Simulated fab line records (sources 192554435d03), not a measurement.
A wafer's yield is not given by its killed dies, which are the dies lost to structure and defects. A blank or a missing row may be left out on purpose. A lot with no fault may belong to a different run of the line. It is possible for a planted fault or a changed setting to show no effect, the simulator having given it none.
Matching of chambers / flow n5-finfet / N5_FIN_CUT_ETCH_30 on rie-diel-03: 4 sister chambers
The step etches underlayer in N2/H2, target depth 13 nm, time 10.4 s. 4 wafers are shown with their chamber, then 7 later ones without.

## WAFERS WITH THEIR CHAMBER
wafer=L076.4; chamber=2; drypump-motor-current-A (A)=6.6
wafer=L084.4; chamber=3; drypump-motor-current-A (A)=5.5
wafer=L086.1; chamber=1; drypump-motor-current-A (A)=4.9
wafer=L086.3; chamber=0; drypump-motor-current-A (A)=5.6

## WAFERS WHOSE CHAMBER IS MISSING
wafer=L086.4; drypump-motor-current-A (A)=5.4
wafer=L089.4; drypump-motor-current-A (A)=4.9
wafer=L089.5; drypump-motor-current-A (A)=6.6
wafer=L089.6; drypump-motor-current-A (A)=5.5
wafer=L093.2; drypump-motor-current-A (A)=4.9
wafer=L093.4; drypump-motor-current-A (A)=5.6
wafer=L093.6; drypump-motor-current-A (A)=6.6

## THE CHAMBER EACH PASSED THROUGH
wafer=L086.4; from the rows above=3; in truth=3
wafer=L089.4; from the rows above=1; in truth=1
wafer=L089.5; from the rows above=2; in truth=2
wafer=L089.6; from the rows above=3; in truth=3
wafer=L093.2; from the rows above=1; in truth=1
wafer=L093.4; from the rows above=0; in truth=0
wafer=L093.6; from the rows above=2; in truth=2
Placed correctly: 7 of 7. From these rows, 0 cannot be placed. Placed wrongly: 0.
How it was worked out, from the rows above alone: a wafer's distance from a chamber is the root of the sum, over the readings, of the square of ((its reading less the chamber's mean) divided by the reading's scatter). If the next closest chamber is less than 2 further off than the closest, the wafer can't be placed; otherwise it belongs to the closest. For every chamber, the mean is computed from those of its wafers that are shown. The scatter: root of mean squared gap, hidden wafer to nearest shown wafer, with one shown wafer a chamber.
